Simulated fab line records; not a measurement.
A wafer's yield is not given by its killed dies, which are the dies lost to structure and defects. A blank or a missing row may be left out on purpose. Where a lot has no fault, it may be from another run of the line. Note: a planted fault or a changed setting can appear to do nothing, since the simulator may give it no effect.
Chamber matching ; flow n5Finfet ; rieDiel-02 running N5_SD_EPI_P_ETCH_36: 4 sister chambers
The step etches SiARC in CF4, target depth 45.5 nm, time 75.8 s. 4 wafers are shown with their chamber, then 7 later ones without.

== WAFERS PAIRED WITH THEIR CHAMBERS ==
wafer;chamber;showerheadPlenumPTorr (Torr)
L084.3;0;2.23
L084.6;2;2.03
L088.1;1;2.01
L088.2;3;2.23

== WAFERS MISSING THEIR CHAMBER ==
wafer;showerheadPlenumPTorr (Torr)
L088.5;2.01
L091.2;2.23
L091.3;2.22
L091.4;2.22
L093.2;2.23
L093.4;2.29
L093.6;2.22

== WHICH CHAMBER EACH WENT THROUGH ==
wafer;from the rows above;in truth
L088.5;can't be placed: 1 or 2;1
L091.2;can't be placed: 0 or 3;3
L091.3;can't be placed: 0 or 3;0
L091.4;can't be placed: 0 or 3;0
L093.2;can't be placed: 0 or 3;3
L093.4;can't be placed: 0 or 3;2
L093.6;can't be placed: 0 or 3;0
Correctly placed: 0 of 7. Can't be placed from these rows: 7 (the true chamber is among the candidates in 6). Wrongly placed: 0.
How it was worked out, from the rows above alone: a wafer's distance from a chamber is the root of the sum, over the readings, of the square of ((its reading less the chamber's mean) divided by the reading's scatter). The wafer belongs to the nearest chamber; if the next one is less than 2 further off, it can't be placed. For every chamber, the mean is computed from those of its wafers that are shown. The scatter: with one shown wafer a chamber, the root of the mean of the squares of how far each hidden wafer lies from its nearest shown one.
